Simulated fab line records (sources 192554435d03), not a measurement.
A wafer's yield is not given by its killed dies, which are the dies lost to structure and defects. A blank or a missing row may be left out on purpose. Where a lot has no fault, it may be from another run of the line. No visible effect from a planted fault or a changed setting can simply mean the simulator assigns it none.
fab line records ; flow n5Finfet
[record] lots = 6; wafers = 18; lastDay = 21
route steps=1938 shown BEOL_M0@736 BEOL_M4@1111
lots untouched by any fault: they come from a run of this same line in which no faults occurred
startH: hours from the record's opening day to when the first of the lot's shown wafers began ; waitH: time in hours since the lot's previous step ; " identical to the entry in the row above ; L1.1+2: a single row standing in for several wafers ; - no value present, or no start provided ; * or withheld: withheld ; < > ~ a bound
route shown NAME@n: a module of which the file shows steps, and the number in the route of the first ; usual: mean/standard deviation taken from wafers without a fault ; same: alike in all rows ; chamber/n: place in a boat ; sites: readings site by site ; _std_site: how widely they spread, as a standard deviation ; _edge_site: inner sites' mean taken away from outer sites' mean ; radiusMm: how far each site lies from the wafer's centre ; mask NAME#n: copy n ; behind: tool/chamber where the wafer was last shaped ; hold: why the lot was held/for how many hours/how that ended ; device: transistor that didn't switch, given as n, p or np ; end of line: at the end of the route, the tests of the same wafers ; a step with no rows: only its recipe ; killed: at the first sort, the dies lost to defects and structure; wafer yield is something else ; map: per-die view of a wafer (x killed, . not killed, _ where there is no die)
set.NAME: the setting as run; set.NAME@STEP: as run at that earlier step ; model.NAME: the simulator's own value behind a step, which no gauge read
lots at some steps of the route; a table a step, a row a wafer
services: from which hour (startH, from the record's first day; less than 0 if before it) a tool's chamber was out of use, for how many hours, and why
[[steps]]
[step N5_BEOL_M0_SPUTTER_132]
[recipe] material = Cu; targetThkA = 40; tempC = -20; chamberPressurePa = 0.07; powerW = withheld; timeS = 7.37
[step N5_BEOL_M0_ANNEAL_133]
[recipe] tempC = 400; timeS = 60; ambient = vacuum
[usual] heaterPowerW = 780/69
lot.wafer;tool;chamber;startH;waitH;heaterPowerW
L978.1;pvdSputter-01;-;142.43;0.0;785
L978.3;pvdSputter-01;-;142.43;0.0;896
L978.5;pvdSputter-01;-;142.43;0.0;908
L981.1;pvdSputter-02;-;162.87;0.0;753
L981.2;pvdSputter-02;-;162.87;0.0;687
L981.3;pvdSputter-02;-;162.87;0.0;843
L986.2;pvdSputter-03;-;180.89;0.0;813
L986.3;pvdSputter-03;-;180.89;0.0;742
L986.6;pvdSputter-03;-;180.89;0.0;750
L987.1;pvdSputter-03;-;189.64;0.0;805
L987.5;pvdSputter-03;-;189.64;0.0;804
L987.6;pvdSputter-03;-;189.64;0.0;824
L998.3;pvdSputter-03;-;248.39;0.0;811
L998.4;pvdSputter-03;-;248.39;0.0;761
L998.6;pvdSputter-03;-;248.39;0.0;810
L997.3;pvdSputter-02;-;255.08;0.0;767
L997.4;pvdSputter-02;-;255.08;0.0;701
L997.5;pvdSputter-02;-;255.08;0.0;873
[step N5_BEOL_M0_SPUTTER_134]
[recipe] material = Cu; targetThkA = 40; tempC = -20; chamberPressurePa = 0.07; powerW = withheld; timeS = 7.37
[usual] chuckSensorTempC = -16.1/0.47; throttleValvePct = 30.0/0.68
lot.wafer;tool;chamber;startH;waitH;chuckSensorTempC;throttleValvePct
L978.1;pvdSputter-01;-;142.47;0.0;-16.5;29.1
L978.3;pvdSputter-01;-;142.47;0.0;-16.0;29.9
L978.5;pvdSputter-01;-;142.47;0.0;-16.2;30.0
L981.1;pvdSputter-02;-;162.91;0.0;-15.8;29.9
L981.2;pvdSputter-02;-;162.91;0.0;-16.3;29.6
L981.3;pvdSputter-02;-;162.91;0.0;-15.6;30.5
L986.2;pvdSputter-03;-;180.93;0.0;-15.5;30.2
L986.3;pvdSputter-03;-;180.93;0.0;-16.5;29.5
L986.6;pvdSputter-03;-;180.93;0.0;-16.3;29.3
L987.1;pvdSputter-03;-;189.68;0.0;-16.8;31.1
L987.5;pvdSputter-03;-;189.68;0.0;-16.8;31.1
L987.6;pvdSputter-03;-;189.68;0.0;-15.4;30.3
L998.3;pvdSputter-03;-;248.43;0.0;-16.9;31.6
L998.4;pvdSputter-03;-;248.43;0.0;-16.4;29.6
L998.6;pvdSputter-03;-;248.43;0.0;-15.6;30.4
L997.3;pvdSputter-02;-;255.12;0.0;-15.7;29.9
L997.4;pvdSputter-02;-;255.12;0.0;-16.1;29.5
L997.5;pvdSputter-02;-;255.12;0.0;-15.5;30.5
[step N5_BEOL_M0_ANNEAL_135]
[recipe] tempC = 400; timeS = 60; ambient = vacuum
[step N5_BEOL_M0_SPUTTER_141]
[recipe] material = Cu; targetThkA = 40; tempC = -20; chamberPressurePa = 0.07; powerW = withheld; timeS = 7.37
[usual] chuckSensorTempC = -16.1/0.46; throttleValvePct = 30.0/0.69
lot.wafer;tool;chamber;startH;waitH;chuckSensorTempC;throttleValvePct
L978.1;pvdSputter-01;-;142.59;0.0;-16.4;29.5
L978.3;pvdSputter-01;-;142.59;0.0;-15.9;29.9
L978.5;pvdSputter-01;-;142.59;0.0;-16.1;29.8
L981.1;pvdSputter-02;-;163.03;0.0;-15.7;30.0
L981.2;pvdSputter-02;-;163.03;0.0;-16.0;29.4
L981.3;pvdSputter-02;-;163.03;0.0;-15.6;30.4
L986.2;pvdSputter-03;-;181.05;0.0;-15.6;30.6
L986.3;pvdSputter-03;-;181.05;0.0;-16.4;29.7
L986.6;pvdSputter-03;-;181.05;0.0;-16.6;29.5
L987.1;pvdSputter-03;-;189.80;0.0;-17.0;31.3
L987.5;pvdSputter-03;-;189.80;0.0;-16.8;31.1
L987.6;pvdSputter-03;-;189.80;0.0;-15.6;30.2
L998.3;pvdSputter-03;-;248.55;0.0;-16.8;31.2
L998.4;pvdSputter-03;-;248.55;0.0;-16.3;29.5
L998.6;pvdSputter-03;-;248.55;0.0;-15.6;30.3
L997.3;pvdSputter-02;-;255.24;0.0;-15.8;29.7
L997.4;pvdSputter-02;-;255.24;0.0;-16.3;29.4
L997.5;pvdSputter-02;-;255.24;0.0;-15.6;30.5
[step N5_BEOL_M0_ECD_118]
[recipe] material = Cu; targetThkA = 3000
[step N5_BEOL_M0_ANNEAL_119]
[recipe] tempC = 225; timeS = 90; ambient = N2
[usual] wafer_temp_C_max = 226.0/0.31
lot.wafer;tool;chamber;startH;waitH;wafer_temp_C_max
L978.1;rtpAnneal-01;0;142.79;0.1;226.0
L978.3;rtpAnneal-01;0;142.79;0.1;226.2
L978.5;rtpAnneal-01;0;142.79;0.1;226.0
L981.1;rtpAnneal-02;0;163.22;0.1;225.7
L981.2;rtpAnneal-02;0;163.22;0.1;225.9
L981.3;rtpAnneal-02;0;163.22;0.1;226.1
L986.2;rtpAnneal-01;0;181.49;0.3;226.1
L986.3;rtpAnneal-01;0;181.49;0.3;226.8
L986.6;rtpAnneal-01;0;181.49;0.3;225.8
L987.1;rtpAnneal-02;0;189.99;0.1;226.0
L987.5;rtpAnneal-02;0;189.99;0.1;226.0
L987.6;rtpAnneal-02;0;189.99;0.1;225.6
L998.3;rtpAnneal-02;0;248.83;0.1;225.7
L998.4;rtpAnneal-02;0;248.83;0.1;225.7
L998.6;rtpAnneal-02;0;248.83;0.1;225.7
L997.3;rtpAnneal-02;0;255.57;0.2;226.0
L997.4;rtpAnneal-02;0;255.57;0.2;226.1
L997.5;rtpAnneal-02;0;255.57;0.2;226.1
[step N5_BEOL_M0_CMP_120]
[recipe] stopOn = SiOC; tOverpolishS = 6.9; downForcePsi = 1; platenRpm = 50; clearingPlatenDownForcePsi = 1.5; clearingPlatenRpm = 50; postCmpClean = cuAlkaline; clearingPlatenPadVelocityMS = 0.99484; padVelocityMS = 0.99484
[step N5_BEOL_M0_PRE_CLEAN_131]
[recipe] gas = NH3/H2; timeS = 15; tempC = *; rfPowerW = 300
[step N5_BEOL_M0_CO_CAP_123]
[recipe] material = Co; targetThkA = 20; tempC = 200; precursor = CCTBA/H2; pressureTorr = 30; timeS = 102.1
[usual] heaterPowerW = 228/14
lot.wafer;tool;chamber;startH;waitH;heaterPowerW
L978.1;cvdCo-01;1;143.46;0.0;245
L978.3;cvdCo-01;2;143.46;0.0;237
L978.5;cvdCo-01;0;143.46;0.0;242
L981.1;cvdCo-01;0;163.89;0.0;235
L981.2;cvdCo-01;1;163.89;0.0;243
L981.3;cvdCo-01;2;163.89;0.0;234
L986.2;cvdCo-01;2;182.11;0.0;239
L986.3;cvdCo-01;0;182.11;0.0;242
L986.6;cvdCo-01;2;182.11;0.0;230
L987.1;cvdCo-01;2;191.34;0.0;231
L987.5;cvdCo-01;0;191.34;0.0;243
L987.6;cvdCo-01;2;191.34;0.0;237
L998.3;cvdCo-02;1;249.41;0.0;230
L998.4;cvdCo-02;0;249.41;0.0;198
L998.6;cvdCo-02;1;249.41;0.0;229
L997.3;cvdCo-02;1;256.18;0.0;231
L997.4;cvdCo-02;1;256.18;0.0;231
L997.5;cvdCo-02;0;256.18;0.0;209
[step N5_BEOL_M0_PRE_CLEAN_124]
[recipe] gas = NH3; timeS = 15; tempC = withheld; rfPowerW = 300
[step N5_BEOL_M0_DEP_125]
[recipe] material = SiCN; targetThkA = 80; tempC = withheld; precursor = 3MS/NH3; pressureTorr = 3; rfW = 202; timeS = 14
[usual] showerheadPlenumPTorr = 3.666/0.011; throttleValvePct = 9.3/0.73
lot.wafer;tool;chamber;startH;waitH;showerheadPlenumPTorr;throttleValvePct;model.SiCN_of_BEOL_M0_DEP_125.thkNm
L978.1;pecvd-04;1;143.57;0.0;3.682;10.5;8
L978.3;pecvd-04;0;143.57;0.0;3.668;9.8;8.2
L978.5;pecvd-04;2;143.57;0.0;3.665;9.0;7.8
L981.1;pecvd-02;2;164.01;0.0;3.652;8.6;7.8
L981.2;pecvd-02;1;164.01;0.0;3.673;9.4;8
L981.3;pecvd-02;0;164.01;0.0;3.667;8.3;8
L986.2;pecvd-04;0;182.23;0.0;3.666;9.6;9.6
L986.3;pecvd-04;2;182.23;0.0;3.661;8.8;7.8
L986.6;pecvd-04;0;182.23;0.0;3.677;9.7;10
L987.1;pecvd-04;0;191.46;0.0;3.664;9.6;8.2
L987.5;pecvd-04;1;191.46;0.0;3.671;10.7;10.2
L987.6;pecvd-04;2;191.46;0.0;3.662;8.8;9.6
L998.3;pecvd-02;1;249.56;0.0;3.681;8.9;8.4
L998.4;pecvd-02;0;249.56;0.0;3.658;8.7;8.4
L998.6;pecvd-02;1;249.56;0.0;3.680;9.3;8.2
L997.3;pecvd-01;2;256.30;0.0;3.671;8.7;8
L997.4;pecvd-01;0;256.30;0.0;3.661;9.5;8.2
L997.5;pecvd-01;1;256.30;0.0;3.676;8.4;8.2
[step N5_BEOL_M0_RS_MEAS_126]
[recipe] thkMeasGauge = four-point-probe; reads = Co_of_BEOL_M0_CO_CAP_123+Cu_of_BEOL_M0_ECD_118+Co_of_BEOL_M0_CVD_115+TaN_of_BEOL_M0_ALD_136
[usual] M0_RS = 0.534/0.021
lot.wafer;tool;chamber;startH;waitH;M0_RS[ohm/sq]
L978.1;filmMetro-02;-;143.64;0.0;0.512
L978.3;filmMetro-02;-;143.64;0.0;0.558
L978.5;filmMetro-02;-;143.64;0.0;0.514
L981.1;filmMetro-02;-;164.07;0.0;0.537
L981.2;filmMetro-02;-;164.07;0.0;0.512
L981.3;filmMetro-02;-;164.07;0.0;0.523
L986.2;filmMetro-01;-;182.30;0.1;0.514
L986.3;filmMetro-01;-;182.30;0.1;0.525
L986.6;filmMetro-01;-;182.30;0.1;0.501
L987.1;filmMetro-01;-;191.52;0.0;0.587
L987.5;filmMetro-01;-;191.52;0.0;0.539
L987.6;filmMetro-01;-;191.52;0.0;0.564
L998.3;filmMetro-01;-;249.62;0.1;0.541
L998.4;filmMetro-01;-;249.62;0.1;0.581
L998.6;filmMetro-01;-;249.62;0.1;0.568
L997.3;filmMetro-02;-;256.37;0.1;0.521
L997.4;filmMetro-02;-;256.37;0.1;0.537
L997.5;filmMetro-02;-;256.37;0.1;0.516
[step N5_BEOL_M4_RC_MEAS_101]
[usual] DIBL_N = 36.1/2.3; DIBL_P = 36/3.2; IOFF_N = 0.16/0.045; IOFF_P = 0.21/0.049; ION_N = 674/14; ION_P = 462/8.4; SS_N = 71.6/0.83; SS_P = 73.2/0.87; VT_N = 249/3.8; VT_P = -250/3.4
lot.wafer;tool;chamber;startH;waitH;DIBL_N[mV/V];DIBL_P[mV/V];IOFF_N[nA/um];IOFF_P[nA/um];ION_N[uA/um];ION_P[uA/um];SS_N[mV/dec];SS_P[mV/dec];VT_N[mV];VT_P[mV]
L978.1;prober-01;0;266.33;0.0;35.2;32;0.13;0.17;664;457;71.2;71.8;252;-253
L978.3;prober-01;0;266.33;0.0;40.8;40;0.25;0.30;681;466;73.4;74.0;246;-246
L978.5;prober-01;0;266.33;0.0;35.6;34;0.14;0.19;657;453;71.9;72.9;251;-250
L981.1;prober-02;0;288.86;0.0;36.4;36;0.17;0.19;671;448;72.1;73.3;252;-253
L981.2;prober-02;0;288.86;0.0;38.2;38;0.19;0.24;677;459;72.6;73.5;250;-251
L981.3;prober-02;0;288.86;0.0;35.8;36;0.16;0.20;672;458;72.1;73.1;252;-251
L986.2;prober-01;0;304.00;0.2;33.9;34;0.14;0.21;671;462;71.7;73.2;249;-247
L986.3;prober-01;0;304.00;0.2;34.1;35;0.17;0.24;689;477;71.3;72.8;244;-246
L986.6;prober-01;0;304.00;0.2;34.3;34;0.15;0.22;670;463;71.4;72.3;250;-248
L987.1;prober-02;0;317.41;0.0;38.7;39;0.18;0.27;694;480;72.5;74.5;248;-248
L987.5;prober-02;0;317.41;0.0;34.2;33;0.11;0.19;669;468;71.1;72.6;251;-249
L987.6;prober-02;0;317.41;0.0;34.9;34;0.12;0.22;648;457;71.4;72.3;252;-250
L998.3;prober-02;0;364.75;0.3;36.8;34;0.16;0.18;681;461;70.7;73.5;247;-251
L998.4;prober-02;0;364.75;0.3;34.9;32;0.13;0.17;685;471;70.6;71.9;248;-253
L998.6;prober-02;0;364.75;0.3;39.1;36;0.19;0.20;686;461;71.7;73.6;248;-251
L997.3;prober-02;0;389.14;0.3;34.9;37;0.16;0.24;673;466;71.2;73.5;247;-246
L997.4;prober-02;0;389.14;0.3;33.5;35;0.15;0.21;674;465;71.0;72.2;247;-249
L997.5;prober-02;0;389.14;0.3;39.4;42;0.26;0.34;691;476;72.0;74.5;243;-242
[[services]]
tool;chamber;startH;hours;kind
pecvd-04;-;128.88;1.7;repair
pecvd-01;2;152.02;5.0;scheduledDown
cvdCo-01;-;157.58;0.9;repair
pecvd-04;0;162.51;2.1;scheduledDown
cvdCo-02;-;188.89;6.0;pm
pecvd-04;2;202.38;-;clean
pecvd-04;2;202.38;-;consumableReplace:showerhead
pecvd-04;2;202.38;29.0;scheduledDown
pecvd-04;2;202.38;29.0;ventCycle
cvdCo-01;1;211.05;4.3;repair
pvdSputter-03;-;216.35;1.0;repair
pecvd-02;1;216.93;2.1;scheduledDown
rtpAnneal-02;-;218.71;1.6;repair
pecvd-01;0;224.38;2.1;scheduledDown
pecvd-02;2;240.08;16.5;scheduledDown
pecvd-04;2;249.09;9.0;repair
rtpAnneal-02;-;255.75;3.0;pm
[[key]]
firstSign none at tools or gauges
[modelEffect] step = N5_BEOL_M0_DEP_125; value = SiCN_of_BEOL_M0_DEP_125.thkNm; without = 8.05; struck = 9.85
metAt N5_BEOL_M0_DEP_125
struckWafers L986.2,L986.6,L987.5,L987.6
onsetBetween 143.57 182.23
[fault] kind = processParameterDrift; tool = pecvd-04; chamber = -; onsetH = 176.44; steps = N5_BEOL_M0_DEP_125; channel = timeS; offset = *; shape = step; endH = 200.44; scope = struckWafersOnly; actsIn = *; stated = *
